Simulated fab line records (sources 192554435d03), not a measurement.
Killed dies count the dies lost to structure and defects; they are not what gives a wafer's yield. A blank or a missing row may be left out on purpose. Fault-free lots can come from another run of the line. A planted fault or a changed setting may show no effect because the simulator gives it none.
Chamber matching + flow n5 finfet + N5_BEOL_M6_CURE_74 on uv cure-02 has 3 sister chambers
The step cures SiCOH lowk, time 240 s. 18 wafers are shown with their chamber, then 9 later ones without.

WAFERS, EACH WITH ITS CHAMBER
| wafer  | chamber | wafer_temp_C_max | lamp power pct (%) |
|--------|---------|------------------|--------------------|
| L075.2 | 2       | 387.2            | 52.30              |
| L075.5 | 2       | 387.0            | 52.26              |
| L075.6 | 2       | 386.9            | 52.38              |
| L077.2 | 0       | 386.9            | 52.30              |
| L077.4 | 0       | 387.0            | 52.35              |
| L077.6 | 0       | 387.1            | 52.26              |
| L079.1 | 0       | 387.5            | 52.34              |
| L079.2 | 0       | 387.0            | 52.33              |
| L079.3 | 0       | 387.4            | 52.33              |
| L079.4 | 0       | 386.8            | 52.23              |
| L079.5 | 0       | 387.0            | 52.30              |
| L079.6 | 0       | 386.8            | 52.38              |
| L083.1 | 0       | 386.8            | 52.31              |
| L083.3 | 0       | 386.9            | 52.31              |
| L083.4 | 0       | 386.3            | 52.31              |
| L091.1 | 1       | 386.5            | 52.29              |
| L091.3 | 1       | 386.9            | 52.32              |
| L091.4 | 1       | 386.5            | 52.24              |

SIGNATURES (means of the wafers above)
| reading          | chamber 0 | chamber 1 | chamber 2 | scatter within a chamber |
|------------------|-----------|-----------|-----------|--------------------------|
| wafer_temp_C_max | 386.958   | 386.633   | 387.033   | 0.281                    |
| lamp power pct   | 52.3125   | 52.2833   | 52.3133   | 0.0432                   |
Rule: distance of a wafer from a chamber = root of the sum over the readings of ((wafer's reading minus chamber's mean) / reading's scatter) squared. If the next closest chamber is less than 2 further off than the closest, the wafer can't be placed; otherwise it belongs to the closest. The scatter: take each reading less its chamber's mean, square it, sum over the shown wafers, divide by the number of wafers less the number of chambers, and take the root.

WAFERS MISSING THEIR CHAMBER
| wafer  | wafer_temp_C_max | lamp power pct (%) |
|--------|------------------|--------------------|
| L091.2 | 387.6            | 52.29              |
| L091.5 | 386.8            | 52.28              |
| L091.6 | 386.5            | 52.27              |
| L090.2 | 387.0            | 52.33              |
| L090.3 | 386.6            | 52.23              |
| L090.5 | 386.4            | 52.33              |
| L095.2 | 387.3            | 52.31              |
| L095.4 | 387.0            | 52.38              |
| L095.5 | 387.0            | 52.26              |

WHICH CHAMBER EACH WENT THROUGH
| wafer  | from the rows above          | in truth |
|--------|------------------------------|----------|
| L091.2 | can't be placed: 2 or 0 or 1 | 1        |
| L091.5 | can't be placed: 1 or 0 or 2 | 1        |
| L091.6 | can't be placed: 1 or 0 or 2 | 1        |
| L090.2 | can't be placed: 2 or 0 or 1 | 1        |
| L090.3 | can't be placed: 1 or 0 or 2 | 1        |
| L090.5 | can't be placed: 1 or 0 or 2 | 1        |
| L095.2 | can't be placed: 2 or 0 or 1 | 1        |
| L095.4 | can't be placed: 2 or 0 or 1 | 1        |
| L095.5 | can't be placed: 0 or 2 or 1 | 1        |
Correctly placed: 0 of 9. From these rows, 9 cannot be placed; in 9 the true chamber is one of the candidates. 0 placed wrongly.
